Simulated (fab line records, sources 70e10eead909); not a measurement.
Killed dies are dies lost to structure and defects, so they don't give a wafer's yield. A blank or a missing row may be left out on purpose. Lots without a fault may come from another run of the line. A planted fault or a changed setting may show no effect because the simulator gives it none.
fab line records | flow nand_harc | part 2 of 2: steps 25 to 35 of 35
record lots=5 wafers=15 last_day=33
route steps=1302 shown P_ZERO_WELL@39 P_STI@69
lots that met no fault: from a run of the same line without faults
start_h: hours from the record's first day to the start of the lot's first wafer shown | wait_h: hours since the lot's step before | " the same as in the row above | L1.1+2: a row that stands for several wafers | - no value, or no start given | * or withheld: withheld | < > ~ a bound
route shown NAME@n: a module of which the file shows steps, and the number in the route of the first | usual: mean/standard deviation of fault-free wafers | same: alike in all rows | chamber/n: place in a boat | sites: the reading at each site | _std_site: their standard deviation | _edge_site: outer sites' mean less inner sites' | radius_mm: how far each site lies from the wafer's centre | mask NAME#n: copy n | behind: the tool/chamber that last shaped the wafer | hold: why the lot was held/for how many hours/how that ended | device: the transistor (n, p or np) that didn't switch | end of line: the same wafers' tests at the end of the route | a step without rows: its recipe alone | killed: dies lost to structure and defects at the first sort, not the wafer's yield | map: a wafer's dies, x killed, . not, _ none there
set.NAME: the setting as run; set.NAME@STEP: as run at that earlier step | model.NAME: the simulator's own value behind a step, which no gauge read
lots at some steps of the route; a table a step, a row a wafer
services: from which hour (start_h, from the record's first day; less than 0 if before it) a tool's chamber was out of use, for how many hours, and why
## steps
# step NHARC_P_ZERO_WELL_IMPLANT_61
# recipe energy_kev=30 dose_cm2=5e+11 tilt_deg=7
# usual dose_ions_cm2=4.999e+11/5.4e+08
# columns lot.wafer tool chamber start_h wait_h dose_ions_cm2
L077.1 implanter-02 0 56.19 0.1 5.002e+11
L077.5 " 0 " " 5.003e+11
L077.6 " 0 " " 4.997e+11
L078.1 implanter-01 0 66.33 0.1 4.997e+11
L078.2 " 0 " " 4.993e+11
L078.5 " 0 " " 5.008e+11
L082.1 implanter-02 0 106.26 0.2 4.993e+11
L082.2 " 0 " " 4.999e+11
L082.5 " 0 " " 5.001e+11
L091.2 implanter-02 0 196.15 0.2 5.007e+11
L091.4 " 0 " " 4.998e+11
L091.5 " 0 " " 5.001e+11
L094.2 implanter-02 0 226.29 0.2 4.997e+11
L094.3 " 0 " " 4.989e+11
L094.5 " 0 " " 4.989e+11
# step NHARC_P_ZERO_WELL_STRIP_56
# recipe time_s=840 temp_c=130 chemistry=SPM
# columns lot.wafer tool chamber start_h wait_h
L077.5+6+1 wet_bench-05 2,5,7 56.40 0.1
L078.1+5+2 wet_bench-07 2,4,6 66.55 0.2
L082.1+2+5 wet_bench-07 3,5,7 106.49 0.2
L091.2+5+4 wet_bench-05 5,6,7 196.37 0.2
L094.3+2+5 wet_bench-05 3,5,0 226.47 0.1
# step NHARC_P_ZERO_WELL_PRECLEAN_68
# recipe time_s=60 temp_c=50 bath_age_min=0 chemistry=SC1
# usual h2o2_flow_mL_min=56.62/0.17 nh4oh_flow_mL_min=28.31/0.1
# columns lot.wafer tool chamber start_h wait_h h2o2_flow_mL_min nh4oh_flow_mL_min
L077.5 wet_bench-05 2 - - 56.33 28.32
L077.6 " 5 " " 56.76 28.34
L077.1 " 7 " " 56.39 28.29
L078.1 wet_bench-07 2 - - 56.88 28.30
L078.5 " 4 " " 56.66 28.23
L078.2 " 6 " " 56.58 28.28
L082.1 wet_bench-07 3 - - 56.86 28.37
L082.2 " 5 " " 56.41 28.16
L082.5 " 7 " " 56.27 28.27
L091.2 wet_bench-05 5 - - 56.70 28.33
L091.5 " 6 " " 56.72 28.27
L091.4 " 7 " " 56.70 28.25
L094.3 wet_bench-05 3 - - 56.33 28.26
L094.2 " 5 " " 56.54 28.30
L094.5 " 0 " " 56.78 28.23
# step NHARC_P_ZERO_WELL_SRD_69
# columns lot.wafer tool chamber start_h wait_h
L077.5+6+1 wet_bench-05 2,5,7 - -
L078.1+5+2 wet_bench-07 2,4,6 - -
L082.1+2+5 wet_bench-07 3,5,7 - -
L091.2+5+4 wet_bench-05 5,6,7 - -
L094.3+2+5 wet_bench-05 3,5,0 - -
# step NHARC_P_ZERO_WELL_RTA_42
# recipe temp_c=1100 time_s=300
# usual lamp_power_pct=39.5/2.9 lamp_zone_6_pct=39.5/2.9 lamp_zone_7_pct=39.8/2.9 wafer_temp_C_max=1106.6/1.6
# columns lot.wafer tool chamber start_h wait_h lamp_power_pct lamp_zone_6_pct lamp_zone_7_pct wafer_temp_C_max
L077.1 rtp_anneal-02 0 56.85 - 37.3 37.2 37.6 1105.8
L077.5 " 0 " " 37.3 37.2 37.6 1104.2
L077.6 " 0 " " 37.3 37.2 37.5 1106.8
L078.1 rtp_anneal-01 0 66.98 - 43.2 43.2 43.6 1108.2
L078.2 " 0 " " 43.2 43.1 43.6 1108.5
L078.5 " 0 " " 43.2 43.3 43.6 1109.1
L082.1 rtp_anneal-02 0 106.92 - 37.2 37.2 37.4 1105.3
L082.2 " 0 " " 37.2 37.1 37.4 1104.5
L082.5 " 0 " " 37.2 37.1 37.5 1104.0
L091.2 rtp_anneal-02 0 196.90 - 37.2 37.2 37.6 1105.2
L091.4 " 0 " " 37.2 37.2 37.6 1108.5
L091.5 " 0 " " 37.3 37.3 37.6 1104.1
L094.2 rtp_anneal-02 0 227.02 - 37.3 37.2 37.6 1107.9
L094.3 " 0 " " 37.2 37.2 37.6 1106.9
L094.5 " 0 " " 37.2 37.2 37.6 1105.9
# step NHARC_P_ZERO_WELL_INSPECT_43
# usual raw_defect_count=13/5.8
# columns lot.wafer tool chamber start_h wait_h raw_defect_count
L077.1 defect_inspect-02 - 57.53 0.6 10
L077.5 " - " " 5
L077.6 " - " " 9
L078.1 defect_inspect-02 - 67.66 0.6 7
L078.2 " - " " 5
L078.5 " - " " 3
L082.1 defect_inspect-02 - 107.58 0.6 7
L082.2 " - " " 34
L082.5 " - " " 17
L091.2 defect_inspect-01 - 197.47 0.5 17
L091.4 " - " " 13
L091.5 " - " " 13
L094.2 defect_inspect-01 - 227.59 0.5 8
L094.3 " - " " 4
L094.5 " - " " 4
# step NHARC_P_STI_ETCH_26
# recipe target_depth_a=110 chemistry=dHF material=SiO2
# columns lot.wafer tool chamber start_h wait_h
L077.1+6+5 wet_bench-06 2,3,4 57.62 0.1
L078.1+2+5 wet_bench-06 2,3,5 67.73 0.1
L082.5+2+1 wet_bench-03 0,4,5 107.63 0.0
L091.4+2+5 wet_bench-03 2,3,4 197.52 0.0
L094.3+2+5 wet_bench-09 6,1,3 227.64 0.0
# step NHARC_P_STI_PRECLEAN_27
# recipe time_s=* temp_c=50 bath_age_min=0 chemistry=SC1
# usual h2o2_flow_mL_min=56.62/0.18 nh4oh_flow_mL_min=28.30/0.093
# columns lot.wafer tool chamber start_h wait_h h2o2_flow_mL_min nh4oh_flow_mL_min
L077.1 wet_bench-06 2 57.65 0.0 56.64 28.28
L077.6 " 3 " " 56.68 28.31
L077.5 " 4 " " 56.68 28.45
L078.1 wet_bench-06 2 67.79 0.0 56.29 28.31
L078.2 " 3 " " 56.51 28.28
L078.5 " 5 " " 56.72 28.18
L082.5 wet_bench-03 0 107.70 0.1 56.51 28.43
L082.2 " 4 " " 56.58 28.34
L082.1 " 5 " " 56.97 28.14
L091.4 wet_bench-03 2 197.58 0.1 56.38 28.27
L091.2 " 3 " " 56.78 28.37
L091.5 " 4 " " 56.42 28.35
L094.3 wet_bench-09 6 227.72 0.1 56.58 28.44
L094.2 " 1 " " 56.67 28.27
L094.5 " 3 " " 56.62 28.40
# step NHARC_P_STI_SRD_28
# columns lot.wafer tool chamber start_h wait_h
L077.1+6+5 wet_bench-06 2,3,4 - -
L078.1+2+5 wet_bench-06 2,3,5 - -
L082.5+2+1 wet_bench-03 0,4,5 - -
L091.4+2+5 wet_bench-03 2,3,4 - -
L094.3+2+5 wet_bench-09 6,1,3 - -
# step NHARC_P_STI_OXIDE_29
# recipe target_thk_a=100 temp_c=900 ox_time_s=1362 material=SiO2
# usual spike_tc_bottom_C=919.5/1.3
# columns lot.wafer tool chamber start_h wait_h spike_tc_bottom_C
L077.1 furnace-03 0 66.01 - 920.4
L077.5 " 0 " " 920.9
L077.6 " 0 " " 920.1
L078.1 furnace-08 0 73.42 - 919.4
L078.2 " 0 " " 918.3
L078.5 " 0 " " 919.3
L082.1 furnace-03 0 112.19 - 920.6
L082.2 " 0 " " 920.9
L082.5 " 0 " " 919.5
L091.2 furnace-03 0 202.16 - 919.7
L091.4 " 0 " " 922.3
L091.5 " 0 " " 920.5
L094.2 furnace-07 0 230.98 - 918.2
L094.3 " 0 " " 917.4
L094.5 " 0 " " 918.4
# step NHARC_P_STI_HM_DEP_30
# recipe target_thk_a=800 temp_c=790 pressure_mtorr=300 time_s=873 material=Si3N4
# usual spike_tc_bottom_C=812/5.5
# columns lot.wafer tool chamber start_h wait_h spike_tc_bottom_C
L077.1 lpcvd-01 1 73.16 3.5 814
L077.5 " 1 " " 811
L077.6 " 1 " " 814
L078.1 lpcvd-01 1 80.59 3.5 812
L078.2 " 1 " " 814
L078.5 " 1 " " 811
L082.1 lpcvd-02 0 119.61 3.8 806
L082.2 " 0 " " 806
L082.5 " 0 " " 805
L091.2 lpcvd-02 0 209.35 3.5 806
L091.4 " 0 " " 806
L091.5 " 0 " " 805
L094.2 lpcvd-02 0 238.14 3.5 805
L094.3 " 0 " " 807
L094.5 " 0 " " 806
## services
# columns tool chamber start_h hours kind
wet_bench-03 - 34.40 8.0 pm
rie_diel-05 1 38.11 4.4 repair
litho_track-02 - 52.00 7.0 pm
rie_diel-05 - 54.36 9.0 pm
implanter-02 - 66.53 2.5 repair
litho_track-07 - 76.01 7.0 pm
wet_bench-05 - 84.80 8.0 pm
krf_scanner-02 - 94.00 4.0 pm
implanter-01 - 104.71 2.9 repair
rie_diel-05 0 115.50 17.9 repair
litho_track-05 - 124.00 7.0 pm
implanter-02 - 133.36 0.6 repair
wet_bench-06 - 135.21 1.8 repair
wet_bench-05 - 136.69 0.5 repair
krf_scanner-02 - 137.36 1.0 repair
krf_scanner-02 - 141.70 5.7 repair
implanter-02 - 146.00 13.0 pm
wet_bench-07 - 160.00 8.0 pm
rie_diel-05 1 173.70 14.1 repair
wet_bench-05 - 175.43 1.3 repair
wet_bench-06 - 193.60 8.0 pm
wet_bench-03 - 210.40 8.0 pm
litho_track-02 - 227.00 7.0 pm
rie_diel-05 - 232.68 9.0 pm
